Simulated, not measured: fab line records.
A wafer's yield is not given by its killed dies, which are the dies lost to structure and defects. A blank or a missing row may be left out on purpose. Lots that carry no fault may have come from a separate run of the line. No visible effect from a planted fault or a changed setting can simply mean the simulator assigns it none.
Chamber matching ; flow n5Finfet ; N5_BEOL_M2_ILD_DEP_00 on pecvd-02: 3 sister chambers
The step deposits SiOC from DEMS/O2, target thk 79 nm, time 15.3 s. 16 wafers are shown with their chamber, then 8 later ones without.

EACH WAFER AND ITS CHAMBER
wafer;chamber;showerheadVppV (V);throttleValvePct (%);showerheadPlenumPTorr (Torr)
L075.2;2;1356;11.4;5.709
L075.5;2;1375;11.6;5.706
L075.6;1;1551;12.4;5.710
L077.2;1;1566;12.6;5.678
L077.4;1;1573;12.7;5.706
L077.6;2;1360;11.6;5.717
L079.1;0;1523;11.2;5.722
L079.3;1;1568;12.5;5.684
L079.5;0;1515;11.3;5.721
L085.2;0;1508;11.0;5.713
L085.3;1;1570;12.6;5.696
L085.6;2;1373;11.5;5.720
L086.2;2;1365;11.8;5.701
L086.4;2;1355;11.5;5.716
L086.5;1;1566;12.5;5.692
L088.4;0;1519;11.3;5.704

SIGNATURES, as means of the wafers listed above
reading;chamber 0;chamber 1;chamber 2;scatter within a chamber
showerheadVppV;1516.25;1565.67;1364.00;7.75
throttleValvePct;11.200;12.550;11.567;0.127
showerheadPlenumPTorr;5.71500;5.69433;5.71150;0.00978
Rule: a wafer's distance from a chamber is the root of the sum, over the readings, of the square of ((its reading less the chamber's mean) divided by the reading's scatter). If the next closest chamber is less than 2 further off than the closest, the wafer can't be placed; otherwise it belongs to the closest. How the scatter is found: for the shown wafers, subtract from each reading the mean of its chamber, square and add these, divide the total by (wafers less chambers), then take the root.

WAFERS WITH NO CHAMBER GIVEN
wafer;showerheadVppV (V);throttleValvePct (%);showerheadPlenumPTorr (Torr)
L088.5;1358;11.5;5.725
L088.6;1534;12.5;5.686
L091.2;1522;11.0;5.717
L091.5;1506;11.0;5.715
L091.6;1551;12.9;5.686
L092.2;1491;11.3;5.719
L092.4;1484;11.1;5.722
L092.5;1335;11.3;5.718

CHAMBER TAKEN BY EACH
wafer;from the rows above;in truth
L088.5;2;2
L088.6;1;1
L091.2;0;0
L091.5;0;0
L091.6;1;1
L092.2;0;0
L092.4;0;0
L092.5;2;2
8 of 8 placed correctly. Can't be placed from these rows: 0. Wrongly placed: 0.
